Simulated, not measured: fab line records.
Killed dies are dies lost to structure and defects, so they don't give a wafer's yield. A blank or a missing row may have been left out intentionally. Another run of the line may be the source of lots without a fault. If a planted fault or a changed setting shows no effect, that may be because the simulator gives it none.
fab line records	flow n5Finfet
record: lots: 10	wafers: 28	lastDay: 17
route steps=1938 shown BEOL_M5@1126 PASSIVATION@1936
lots with no fault: from the same line, run without faults
startH: the number of hours between the record's first day and the start of the first shown wafer of the lot	waitH: hours since the lot's step before	" same as the row above	L1.1+2: a row that stands for several wafers	- no value, or no start was given	* or withheld: withheld	< > ~ a bound
route shown NAME@n: a module of which the file shows steps, and the number in the route of the first	usual: mean and standard deviation over wafers with no fault	same: alike in all rows	chamber/n: place in a boat	sites: the reading at each site	_std_site: the standard deviation of these	_edge_site: mean of outer sites minus mean of inner sites	radiusMm: how far each site lies from the wafer's centre	mask NAME#n: copy n	behind: the most recent tool/chamber to have shaped the wafer	hold: cause of the lot's hold/its duration in hours/its outcome	device: names the non-switching transistor (n, p or np)	end of line: the tests these same wafers got at the end of their route	where a step has no rows: the recipe by itself	killed: at the first sort, the dies lost to defects and structure; wafer yield is something else	map: the dies of a wafer, with x for killed, . for not killed, _ for no die there
set.NAME: the setting as run; set.NAME@STEP: as run at that earlier step	model.NAME: the simulator's own value behind a step, which no gauge read
steps of the route over a sample of lots; a table a step, a row a wafer
services: the hour from which a tool's chamber was out of use, counted from the record's first day as startH (under 0 if before that day), plus the number of hours and why
== steps ==
step: N5_BEOL_M5_CD_MEAS_11
recipe: targetCdNm: 27.74	landingEnergyEv: 500	detector: seInlens
usual: cdNm: 28.13/0.23
lot.wafer	tool	chamber	startH	waitH	cdNm
L462.2	cdSem-03	0	177.90	-	28.14
L462.5	"	0	"	"	28.22
L462.6	"	0	"	"	27.95
L463.3	cdSem-02	0	183.77	-	28.63
L463.4	"	0	"	"	28.16
L463.5	"	0	"	"	28.17
L467.2	cdSem-02	0	202.80	-	28.30
L467.4	"	0	"	"	28.02
L467.6	"	0	"	"	28.55
L469.1	cdSem-03	0	221.87	-	28.48
L469.4	"	0	"	"	28.23
L469.5	"	0	"	"	28.24
L470.1	cdSem-03	0	233.34	-	28.05
L470.4	"	0	"	"	27.88
L470.6	"	0	"	"	27.96
L471.1	cdSem-01	0	239.85	-	28.27
L471.3	"	0	"	"	27.80
L471.4	"	0	"	"	28.21
L476.1	cdSem-03	0	284.07	-	28.31
L476.2	"	0	"	"	27.96
L476.4	"	0	"	"	28.04
L482.3	cdSem-03	0	300.39	-	28.24
L482.4	"	0	"	"	27.92
L481.3	cdSem-01	0	301.79	-	28.16
L481.5	"	0	"	"	28.48
L483.3	cdSem-02	0	308.26	-	28.09
L483.5	"	0	"	"	28.28
L483.6	"	0	"	"	27.98
step: N5_BEOL_M5_ETCH_61
recipe: chemistry: CF4	target: SiARC	targetDepthA: 156	maskMaterial: CAR-EUV	timeS: 26	ionEnergyEv: 80	pressureMtorr: 40	sourceW: 545	biasW: 36	Ar_flow_sccm: 100	cf4FlowSccm: 100	ends: cleared
usual: drypumpMotorCurrentA: 5.8/0.39	etchRfOnTimeS: 25.9/0.68	oesProductAu: 0.65/0.071	rfVppV: 183.9/1.3	showerheadPlenumPTorr: 2.12/0.079	throttleValvePct: 15.73/0.25
lot.wafer	tool	chamber	startH	waitH	drypumpMotorCurrentA	etchRfOnTimeS	oesProductAu	rfHoursCounterH	rfVppV	showerheadPlenumPTorr	throttleValvePct
L462.2	rieDiel-01	1	178.07	0.0	6.1	27.0	0.61	213	184.4	2.12	15.87
L462.5	"	1	"	"	6.1	27.2	0.60	-	183.5	2.12	15.87
L462.6	"	2	"	"	5.2	24.9	0.81	-	183.0	2.09	15.33
L463.3	rieDiel-06	1	183.94	0.0	5.2	26.1	0.61	226	185.1	2.12	15.57
L463.4	"	2	"	"	5.6	25.4	0.68	142	182.6	1.98	15.75
L463.5	"	3	"	"	6.2	26.2	0.63	-	184.2	2.13	15.99
L467.2	rieDiel-06	0	203.29	0.0	5.7	26.7	0.63	164	185.4	2.14	15.77
L467.4	"	0	"	"	5.7	26.9	0.63	-	182.3	2.14	15.76
L467.6	"	3	"	"	6.2	26.6	0.63	-	183.4	2.13	16.01
L469.1	rieDiel-05	2	222.04	0.0	6.2	25.3	0.59	242	184.6	2.03	15.51
L469.4	"	0	"	"	6.4	25.2	0.83	5	185.9	2.28	15.72
L469.5	"	0	"	"	6.4	25.3	0.82	-	186.3	2.28	15.70
L470.1	rieDiel-06	1	233.51	0.0	5.2	26.0	0.59	243	184.2	2.12	15.61
L470.4	"	2	"	"	5.6	25.0	0.67	149	180.3	1.98	15.77
L470.6	"	2	"	"	5.7	25.1	0.68	-	182.9	1.98	15.76
L471.1	rieDiel-06	3	240.02	0.0	6.2	25.9	0.62	177	183.6	2.13	16.04
L471.3	"	0	"	"	5.7	26.1	0.63	175	183.8	2.13	15.79
L471.4	"	1	"	"	5.2	25.8	0.59	244	183.1	2.11	15.60
L476.1	rieDiel-05	1	284.24	0.0	6.0	25.5	0.62	198	183.4	2.13	15.56
L476.2	"	0	"	"	6.4	25.6	0.77	25	186.1	2.27	15.75
L476.4	"	3	"	"	6.1	26.1	0.57	245	183.1	2.20	15.92
L482.3	rieDiel-06	1	300.56	0.0	5.2	24.9	0.81	7	184.5	2.11	15.15
L482.4	"	0	"	"	5.7	26.6	0.61	196	183.6	2.13	15.82
L481.3	rieDiel-01	1	302.22	0.0	6.1	27.5	0.58	249	182.8	2.11	15.95
L481.5	"	0	"	"	6.2	26.4	0.59	-	182.8	2.02	15.78
L483.3	rieDiel-06	0	308.45	0.0	5.7	26.4	0.61	198	184.4	2.13	15.82
L483.5	"	1	"	"	5.2	24.8	0.80	-	182.7	2.11	15.14
L483.6	"	0	"	"	5.7	26.5	0.61	-	185.3	2.13	15.83
step: N5_BEOL_M5_STRIP_19
recipe: chemistry: O2	powerW: 400	tempC: 40	pressureMtorr: 30	rfFrequencyHz: 6e+07	biasPowerW: 0	overashFraction: 0.2	o2FlowSccm: 225
usual: drypumpMotorCurrentA: 5.9/0.38	oesProductAu: 0.76/0.088	rfVppV: 3.7/0.47	showerheadPlenumPTorr: 2.08/0.09	throttleValvePct: 16.75/0.24
lot.wafer	tool	chamber	startH	waitH	drypumpMotorCurrentA	oesProductAu	rfHoursCounterH	rfVppV	showerheadPlenumPTorr	throttleValvePct
L462.2	rieDiel-01	3	178.38	0.1	5.6	0.72	191	3.8	2.18	16.93
L462.5	"	2	"	"	5.2	0.91	-	4.2	2.06	16.54
L462.6	"	3	"	"	5.6	0.72	-	2.9	2.18	16.95
L463.3	rieDiel-01	1	184.25	0.1	6.1	0.71	214	3.9	2.07	16.91
L463.4	"	2	"	"	5.2	0.91	15	3.0	2.06	16.54
L463.5	"	2	"	"	5.2	0.91	-	4.3	2.06	16.52
L467.2	rieDiel-01	1	203.63	0.1	6.1	0.71	220	3.2	2.06	16.92
L467.4	"	0	"	"	6.2	0.72	217	3.5	1.99	16.81
L467.6	"	2	"	"	5.2	0.89	-	3.6	2.06	16.54
L469.1	rieDiel-05	3	222.35	0.1	6.1	0.68	225	3.5	2.17	16.95
L469.4	"	1	"	"	6.0	0.73	179	3.9	2.08	16.49
L469.5	"	0	"	"	6.4	0.95	-	4.1	2.23	16.73
L470.1	rieDiel-06	3	233.82	0.1	6.2	0.73	176	3.7	2.08	17.10
L470.4	"	2	"	"	5.6	0.77	149	4.1	1.93	16.80
L470.6	"	0	"	"	5.7	0.73	-	3.8	2.07	16.74
L471.1	rieDiel-05	0	240.33	0.1	6.4	0.92	9	3.8	2.23	16.74
L471.3	"	2	"	"	6.2	0.68	246	3.5	1.98	16.52
L471.4	"	3	"	"	6.2	0.67	229	3.3	2.17	16.96
L476.1	rieDiel-01	1	284.90	0.2	6.1	0.69	244	4.1	2.06	16.96
L476.2	"	3	"	"	5.6	0.69	223	3.4	2.17	17.01
L476.4	"	2	"	"	5.2	0.86	38	2.5	2.05	16.57
L482.3	rieDiel-05	2	300.87	0.1	6.2	0.94	9	3.7	2.24	16.15
L482.4	"	0	"	"	6.4	0.88	-	3.8	2.22	16.79
L481.3	rieDiel-05	1	302.55	0.1	6.0	0.71	205	4.1	2.07	16.55
L481.5	"	0	"	"	6.4	0.88	-	4.1	2.22	16.79
L483.3	rieDiel-01	0	308.80	0.1	6.2	0.69	249	4.0	1.98	16.87
L483.5	"	3	"	"	5.6	0.69	-	3.5	2.17	17.02
L483.6	"	2	"	"	5.2	0.85	-	3.8	2.05	16.59
step: N5_BEOL_M5_ETCH_68
recipe: chemistry: N2/H2	target: SOC	targetDepthA: 800	overetchA: 160	maskMaterial: SiARC	tempC: 40	timeS: 120	ionEnergyEv: 200	pressureMtorr: 30	sourceW: 840	biasW: 150	n2FlowSccm: 200	h2FlowSccm: 200
usual: drypumpMotorCurrentA: 5.9/0.4	n2FlowSccm: 200.0/0.61	oesProductAu: 0.58/0.064	rfVppV: 523.7/2.7	runLengthS: 143.2/0.43	showerheadPlenumPTorr: 2.54/0.1	throttleValvePct: 17.9/0.32
lot.wafer	tool	chamber	startH	waitH	drypumpMotorCurrentA	n2FlowSccm	oesProductAu	rfHoursCounterH	rfVppV	runLengthS	showerheadPlenumPTorr	throttleValvePct
L462.2	rieDiel-05	0	178.97	0.0	6.4	200.0	0.53	246	520.6	142.9	2.41	18.4
L462.5	"	3	"	"	6.2	199.3	0.53	-	526.3	143.2	2.64	18.0
L462.6	"	0	"	"	6.4	200.5	0.54	-	519.9	143.2	2.41	18.4
L463.3	rieDiel-01	1	184.99	0.0	6.1	198.8	0.55	215	524.1	142.7	2.50	18.0
L463.4	"	3	"	"	5.6	199.7	0.55	193	525.9	143.3	2.62	18.0
L463.5	"	1	"	"	6.1	199.9	0.55	-	522.4	142.6	2.50	18.0
L467.2	rieDiel-06	0	204.89	0.0	5.7	200.7	0.58	165	523.1	143.0	2.55	18.1
L467.4	"	0	"	"	5.7	201.4	0.58	-	524.8	142.6	2.55	18.1
L467.6	"	3	"	"	6.2	200.7	0.56	-	522.9	143.0	2.53	18.3
L469.1	rieDiel-06	0	223.74	0.0	5.7	199.7	0.57	170	523.5	143.2	2.55	18.2
L469.4	"	0	"	"	5.7	199.8	0.57	-	523.8	143.2	2.55	18.1
L469.5	"	1	"	"	5.2	198.7	0.54	-	522.7	143.5	2.50	17.7
L470.1	rieDiel-05	1	235.33	0.0	6.0	200.4	0.56	183	523.9	142.8	2.52	17.6
L470.4	"	2	"	"	6.2	199.7	0.52	245	521.0	142.9	2.39	17.5
L470.6	"	3	"	"	6.1	200.3	0.53	-	524.6	143.0	2.63	18.1
L471.1	rieDiel-01	0	241.13	0.0	6.2	200.5	0.54	227	519.5	143.7	2.40	18.1
L471.3	"	1	"	"	6.1	200.7	0.55	230	522.6	142.8	2.49	18.0
L471.4	"	3	"	"	5.6	200.5	0.54	207	526.2	143.9	2.62	18.0
L476.1	rieDiel-01	0	285.68	0.0	6.2	199.7	0.53	241	520.6	143.5	2.40	18.1
L476.2	"	3	"	"	5.6	200.8	0.53	223	525.2	143.4	2.61	18.0
L476.4	"	2	"	"	5.2	200.5	0.66	39	523.0	143.0	2.47	17.7
L482.3	rieDiel-05	2	301.76	0.0	6.2	199.3	0.79	10	528.8	130.4	2.70	17.1
L482.4	"	0	"	"	6.4	199.6	0.67	-	529.0	143.0	2.71	18.1
L481.3	rieDiel-05	0	304.55	0.0	6.4	200.1	0.74	33	526.6	130.3	2.71	18.0
L481.5	"	2	"	"	6.2	200.9	0.72	-	529.4	142.9	2.70	17.1
L483.3	rieDiel-06	0	309.43	0.0	5.7	200.4	0.55	198	524.1	142.9	2.53	18.2
L483.5	"	1	"	"	5.2	200.0	0.70	-	521.8	143.6	2.49	17.3
L483.6	"	0	"	"	5.7	200.5	0.55	-	523.3	143.1	2.53	18.2
step: N5_PASSIVATION_PROBE_49
usual: defectLimitedYield: 91.4/1.5	killed_at_M0_to_M3: 32/9.8	killed_at_M4_up: 15/5.6	killedAtContacts: 12/5.4	killedAtFrontEnd: 40/13	killedAtOther: 3.0/2.1	killedDies: 102/17	killedOpen: 67/13	killedShort: 32/7.1	sort_bin_5_function: 5.1/0.96	sort_bin_6_memory: 3.2/0.7	sort_bin_8_speed: 0.0/0.3	sortNPass: 1078/18	sortYieldPct: 91.3/1.5
same: grossDies: 1180	killedAtBackSide: 0	sort_bin_4_leakage[%]: 0
lot.wafer	tool	chamber	startH	waitH	defectLimitedYield[%]	killed_at_M0_to_M3	killed_at_M4_up	killedAtContacts	killedAtFrontEnd	killedAtOther	killedDies	killedOpen	killedShort	sort_bin_5_function[%]	sort_bin_6_memory[%]	sort_bin_8_speed[%]	sortNPass	sortYieldPct[%]
L462.2	prober-02	-	289.50	0.1	91.0	47	15	10	32	2	106	69	35	5.4	3.3	0	1074	91.0
L462.5	prober-02	-	289.65	0.2	90.5	26	24	10	47	5	112	82	28	6.4	3.1	0	1068	90.5
L462.6	prober-02	-	289.70	0.3	89.5	48	21	12	43	0	124	92	31	5.8	4.5	0	1056	89.5
L467.2	prober-02	-	310.38	0.1	90.4	45	16	13	35	4	113	82	31	4.7	4.6	0	1067	90.4
L467.4	prober-02	-	310.48	0.2	88.2	37	13	13	73	3	139	88	44	6.5	4.6	0	1041	88.2
L467.6	prober-02	-	310.58	0.3	89.6	45	11	13	50	4	123	88	35	5.8	4.3	0	1057	89.6
L469.1	prober-02	-	322.25	0.0	93.2	23	8	7	38	4	80	56	23	4.2	2.4	0	1100	93.2
L469.4	prober-02	-	322.40	0.2	92.7	28	15	6	36	1	86	52	33	4.2	3.0	0	1094	92.7
L469.5	prober-02	-	322.45	0.2	93.6	26	10	9	25	6	76	42	32	4.7	1.4	0	1104	93.6
L470.1	prober-01	-	331.80	0.0	91.1	26	25	10	42	2	105	74	31	4.2	4.3	0	1075	91.1
L470.4	prober-01	-	331.95	0.2	89.8	21	16	15	62	6	120	79	36	5.4	4.0	0	1060	89.8
L470.6	prober-01	-	332.05	0.3	90.8	23	23	5	49	8	108	75	30	5.3	3.5	0	1072	90.8
L471.1	prober-01	-	347.44	0.0	92.5	30	19	11	29	0	89	60	26	5.2	2.2	0	1091	92.5
L471.3	prober-01	-	347.54	0.1	89.3	58	17	20	28	3	126	72	49	6.4	3.5	0	1054	89.3
L471.4	prober-01	-	347.59	0.2	90.2	50	16	11	35	4	116	76	36	5.8	3.8	0	1064	90.2
L481.3	prober-01	-	404.11	0.1	90.6	35	16	19	36	5	111	74	37	6.4	3.0	0	1069	90.6
L482.3	prober-02	-	408.93	0.1	93.4	29	9	5	29	6	78	43	33	3.8	2.4	0	1102	93.4
L482.4	prober-02	-	408.98	0.2	91.3	44	8	10	30	11	103	62	40	5.0	3.5	0	1077	91.3
killed by level:class
L462.2 BEOL_M0_SAQP:geometricParticle:open=15 STI_FIN_REVEAL:geometricParticle:open=13 BEOL_M0_SAQP:geometricParticle:short=13 BEOL_M3:geometricParticle:open=8 MOL_CONTACT_COAG:geometricParticle:open=7 BEOL_M2:geometricParticle:open=6 FIN_SAQP:geometricParticle:short=4 DUMMY_GATE:geometricParticle:open=4
L462.5 STI_FIN_REVEAL:geometricParticle:open=15 FIN_SAQP:geometricParticle:open=13 BEOL_M0_SAQP:geometricParticle:short=7 MOL_CONTACT_COAG:geometricParticle:open=7 BEOL_M1:geometricParticle:open=6 BEOL_M4:geometricParticle:open=6 FIN_SAQP:geometricParticle:short=4 DUMMY_GATE:geometricParticle:open=4
L462.6 BEOL_M2:geometricParticle:open=16 STI_FIN_REVEAL:geometricParticle:open=15 BEOL_M0_SAQP:geometricParticle:open=13 BEOL_M4:geometricParticle:open=11 MOL_CONTACT_COAG:geometricParticle:open=9 FIN_SAQP:geometricParticle:short=7 GATE_CUT:geometricParticle:open=6 BEOL_M0_SAQP:geometricParticle:short=6
L467.2 BEOL_M2:geometricParticle:open=15 MOL_CONTACT_COAG:geometricParticle:open=12 BEOL_M4:geometricParticle:open=10 BEOL_M3:geometricParticle:open=9 STI_FIN_REVEAL:geometricParticle:open=8 FIN_SAQP:geometricParticle:short=7 DUMMY_GATE:geometricParticle:open=7 BEOL_M0_SAQP:geometricParticle:short=6
L467.4 STI_FIN_REVEAL:geometricParticle:open=30 BEOL_M1:geometricParticle:open=15 FIN_SAQP:geometricParticle:short=12 MOL_CONTACT_COAG:geometricParticle:open=9 HKMG_FIN:areaEtch=7 FIN_SAQP:geometricParticle:open=6 STI_FIN_REVEAL:geometricParticle:short=6 BEOL_M4:geometricParticle:short=6
L467.6 STI_FIN_REVEAL:geometricParticle:open=21 BEOL_M3:geometricParticle:open=14 MOL_CONTACT_COAG:geometricParticle:open=11 STI_FIN_REVEAL:geometricParticle:short=8 BEOL_M2:geometricParticle:open=7 BEOL_M0_SAQP:geometricParticle:open=6 BEOL_M4:geometricParticle:open=6 FIN_SAQP:geometricParticle:open=4
L469.1 STI_FIN_REVEAL:geometricParticle:open=13 BEOL_M0_SAQP:geometricParticle:short=6 BEOL_M1:geometricParticle:open=6 MOL_CONTACT_COAG:geometricParticle:open=5 BEOL_M0_SAQP:geometricParticle:open=5 GATE_CUT:geometricParticle:short=4 FIN_SAQP:geometricParticle:open=3 GATE_CUT:geometricParticle:open=3
L469.4 GATE_CUT:geometricParticle:short=9 GATE_CUT:geometricParticle:open=7 BEOL_M2:geometricParticle:open=7 BEOL_M0_SAQP:geometricParticle:open=6 BEOL_M0_SAQP:geometricParticle:short=5 BEOL_M4:geometricParticle:open=5 FIN_SAQP:geometricParticle:short=4 DUMMY_GATE:geometricParticle:open=4
L469.5 MOL_CONTACT_COAG:geometricParticle:open=6 BEOL_M0_SAQP:geometricParticle:open=5 STARTING-WAFER:geometricParticle:short=5 FIN_SAQP:geometricParticle:short=4 BEOL_M0_SAQP:geometricParticle:short=4 BEOL_M1:geometricParticle:open=4 BEOL_M1:geometricParticle:short=4 BEOL_M4:geometricParticle:open=4
L470.1 BEOL_M4:geometricParticle:open=12 FIN_SAQP:geometricParticle:open=9 STI_FIN_REVEAL:geometricParticle:open=9 FIN_SAQP:geometricParticle:short=6 MOL_CONTACT_COAG:geometricParticle:open=6 BEOL_M2:geometricParticle:open=5 MOL_CONTACT_COAG:geometricParticle:short=4 BEOL_M0_SAQP:geometricParticle:open=4
L470.4 STI_FIN_REVEAL:geometricParticle:open=20 MOL_CONTACT_COAG:geometricParticle:open=13 BEOL_M0_SAQP:geometricParticle:open=8 FIN_SAQP:geometricParticle:open=7 FIN_SAQP:geometricParticle:short=6 GATE_CUT:geometricParticle:short=6 GATE_CUT:geometricParticle:open=5 HKMG_FIN:areaEtch=5
L470.6 STI_FIN_REVEAL:geometricParticle:open=10 BEOL_M4:geometricParticle:open=9 FIN_SAQP:geometricParticle:open=8 FIN_SAQP:geometricParticle:short=7 BEOL_M0_SAQP:geometricParticle:open=7 GATE_CUT:geometricParticle:open=6 MOL_CONTACT_COAG:geometricParticle:open=5 BEOL_M7:geometricParticle:open=5
L471.1 BEOL_M1:geometricParticle:open=9 MOL_CONTACT_COAG:geometricParticle:open=8 BEOL_M0_SAQP:geometricParticle:open=6 STARTING-WAFER:geometricParticle:short=6 DUMMY_GATE:geometricParticle:open=5 BEOL_M4:geometricParticle:open=5 BEOL_M6:geometricParticle:open=5 BEOL_M2:geometricParticle:open=4
L471.3 MOL_CONTACT_COAG:geometricParticle:open=16 BEOL_M0_SAQP:geometricParticle:short=13 BEOL_M3:geometricParticle:open=11 BEOL_M1:geometricParticle:short=8 BEOL_M1:geometricParticle:open=8 FIN_SAQP:geometricParticle:short=7 STI_FIN_REVEAL:geometricParticle:open=7 BEOL_M4:geometricParticle:open=7
L471.4 FIN_SAQP:geometricParticle:short=9 MOL_CONTACT_COAG:geometricParticle:open=9 BEOL_M1:geometricParticle:open=9 FIN_SAQP:geometricParticle:open=8 BEOL_M2:geometricParticle:open=8 BEOL_M3:geometricParticle:open=8 BEOL_M0_SAQP:geometricParticle:open=7 BEOL_M0_SAQP:geometricParticle:short=6
L481.3 MOL_CONTACT_COAG:geometricParticle:open=15 BEOL_M0_SAQP:geometricParticle:open=15 FIN_SAQP:geometricParticle:short=10 FIN_SAQP:geometricParticle:open=8 BEOL_M4:geometricParticle:open=7 BEOL_M0_SAQP:geometricParticle:short=5 BEOL_M2:geometricParticle:open=5 STI_FIN_REVEAL:geometricParticle:open=4
L482.3 BEOL_M3:geometricParticle:open=7 GATE_CUT:geometricParticle:short=6 BEOL_M0_SAQP:geometricParticle:short=6 BEOL_M0_SAQP:geometricParticle:open=6 FIN_SAQP:geometricParticle:short=5 STI_FIN_REVEAL:geometricParticle:open=5 MOL_CONTACT_COAG:geometricParticle:open=5 BEOL_M2:geometricParticle:open=5
L482.4 BEOL_M3:geometricParticle:open=11 BEOL_M0_SAQP:geometricParticle:open=8 MOL_CONTACT_COAG:geometricParticle:open=7 BEOL_M0_SAQP:geometricParticle:short=7 FIN_SAQP:geometricParticle:open=6 FIN_SAQP:geometricParticle:short=6 BEOL_M2:geometricParticle:open=6 BEOL_M0:geometricParticle:open=4
== services ==
tool	chamber	startH	hours	kind
rieDiel-06	0	190.33	6.5	repair
rieDiel-05	0	192.88	-	clean
rieDiel-05	0	192.88	-	consumableReplace:focusRing
rieDiel-05	0	192.88	-	consumableReplace:showerhead
rieDiel-05	0	192.88	15.2	scheduledDown
rieDiel-05	0	192.88	15.2	ventCycle
rieDiel-06	2	195.78	28.7	repair
rieDiel-05	1	197.55	24.1	repair
rieDiel-05	1	244.64	5.5	repair
rieDiel-01	0	249.43	3.8	repair
rieDiel-05	2	250.16	-	clean
rieDiel-05	2	250.16	-	consumableReplace:focusRing
rieDiel-05	2	250.16	-	consumableReplace:showerhead
rieDiel-05	2	250.16	21.8	scheduledDown
rieDiel-05	2	250.16	21.8	ventCycle
rieDiel-06	1	259.30	-	clean
rieDiel-06	1	259.30	-	consumableReplace:focusRing
rieDiel-06	1	259.30	16.3	scheduledDown
rieDiel-06	1	259.30	16.3	ventCycle
rieDiel-01	2	265.90	16.8	repair
rieDiel-01	1	303.50	-	clean
rieDiel-01	1	303.50	-	consumableReplace:focusRing
rieDiel-01	1	303.50	23.9	scheduledDown
rieDiel-01	1	303.50	23.9	ventCycle
== key ==
firstSign: step: N5_BEOL_M5_ETCH_68	reading: runLengthS	direction: down	sigmas: 30	usual: *	struck: *
effect none on later readings
metAt N5_BEOL_M5_ETCH_68
struckLots L481,L482
struckWafers L481.3,L482.3
notActingAt N5_BEOL_M5_CD_MEAS_11,N5_BEOL_M5_ETCH_61,N5_BEOL_M5_STRIP_19
onsetBetween 235.33 301.76
fault: kind: processParameterDrift	tool: rieDiel-05	chamber: -	onsetH: 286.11	steps: N5_BEOL_M5_ETCH_68	channel: timeS	offset: *	shape: step	endH: 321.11	scope: struckWafersOnly	actsIn: *	stated: *
